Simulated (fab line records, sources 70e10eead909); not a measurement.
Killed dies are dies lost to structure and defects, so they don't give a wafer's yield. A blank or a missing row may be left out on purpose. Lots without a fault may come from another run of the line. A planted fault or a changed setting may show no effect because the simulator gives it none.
A struck lot beside a sound one | flow nand_harc | 14 steps out of a route of 1302
Sound: wafers L565.1, L565.3, L565.6. Struck: wafers L559.1, L559.6. The cause comes at the end.
At each step with rows: each side's tool, then ch and its chambers, then its first start. Under that, the readings that differ: sound wafers | struck wafers | difference of the means | sigmas: that difference in standard deviations of wafers without a fault.
alike: readings whose means differ by less than 2 such deviations, and words and numbers that are the same on both sides. not compared: withheld readings, readings that some wafer has no value for, bounds like >300 that may hide the same value, and numbers for which the record gives no deviation and whose values overlap.
The two part at a step that has a row with sigmas, a row that says differs or no value, or rows on one side only. Numbers that don't overlap but have no deviation are shown without sigmas and don't part them. A reading that every wafer of one side lacks parts them only if that side has two wafers or more.

NHARC_A_WL_FILL_CVD_03: deposits W, target thk 40 nm, time 279 s.
  sound on cvd_w-01 ch 0,1, day 27 00:47; struck on cvd_w-01 ch 0,1, day 24 18:15
  alike: heater_power_w, throttle_valve_pct
  not compared: since_wet_clean_h
then, 1 step without rows for these wafers: NHARC_A_WL_FILL_ETCHBACK_04 (etches the open film in NF3, target depth 60 nm, time 120 s).
NHARC_A_WL_FILL_ETCHBACK_05: etches the open film in Cl2/BCl3, target depth 22 nm, time 60 s.
  sound on rie_metal-01 ch 0,1, day 27 01:24; struck on rie_metal-02 ch 1, day 24 18:50
  alike: drypump_motor_current_A, oes_product_au, run_length_s
  not compared: rf_hours_counter_h
then, 5 steps without rows for these wafers: NHARC_A_WL_FILL_STRIP_27 (strips in N2/H2, time 20 s); NHARC_A_WL_FILL_STRIP_28 (strips in post etch residue remover, time 1200 s); NHARC_A_WL_FILL_PRECLEAN_06 (cleans in DIW, time 300 s); NHARC_A_WL_FILL_SRD_07; NHARC_A_WL_FILL_ANNEAL_08 (time 1800 s).
NHARC_A_WL_FILL_ALD_10: deposits SiO2, target thk 50 nm, pulse time 10 s, ald cycles 500.
  sound on ald_hk-03 ch 0,3, day 27 09:19; struck on ald_hk-04 ch 0,3, day 25 03:33
  alike: heater_power_w, precursor_pulse_height_rel
  not compared: since_wet_clean_h
NHARC_A_WL_FILL_ETCHBACK_16: etches the open film in C4F8/O2/Ar, target depth 120 nm, time 24 s.
  sound on rie_diel-10 ch 0,1; struck on rie_diel-01 ch 1,3
  alike: bias_w, oes_product_au, rf_vpp_V, run_length_s
  not compared: rf_hours_counter_h
NHARC_A_WL_FILL_STRIP_29: strips in O2, time 20 s.
  sound on rie_diel-10 ch 2,3, day 27 13:35; struck on rie_diel-01 ch 0,1, day 25 06:46
  reading                     | sound       | struck  | difference | sigmas
  drypump_motor_current_A (A) | 6.0 5.7 6.0 | 5.3 5.0 | -0.8       | -2
  alike: oes_product_au, rf_vpp_V, showerhead_plenum_p_Torr, throttle_valve_pct
  not compared: rf_hours_counter_h
NHARC_A_WL_FILL_ETCHBACK_17: etches the open film in Cl2/BCl3, target depth 4 nm, time 26.7 s.
  sound on rie_metal-01 ch 0,1, day 27 13:40; struck on rie_metal-03 ch 0,1, day 25 06:52
  reading          | sound          | struck    | difference | sigmas
  run_length_s (s) | 47.9 47.6 48.4 | 39.7 39.8 | -8.2       | -24
  alike: drypump_motor_current_A, oes_product_au
  not compared: rf_hours_counter_h
then, 1 step without rows for these wafers: NHARC_A_WL_FILL_PRECLEAN_18 (cleans in dHF, time 30 s).
NHARC_END_SORT_01:
  the record has rows for the sound wafers here (prober-01 ch 0, day 31 00:20) and none for the struck ones

WHERE THEY PART
First at NHARC_A_WL_FILL_STRIP_29; last, within this record, at NHARC_END_SORT_01.

WHY: what the simulator had put in
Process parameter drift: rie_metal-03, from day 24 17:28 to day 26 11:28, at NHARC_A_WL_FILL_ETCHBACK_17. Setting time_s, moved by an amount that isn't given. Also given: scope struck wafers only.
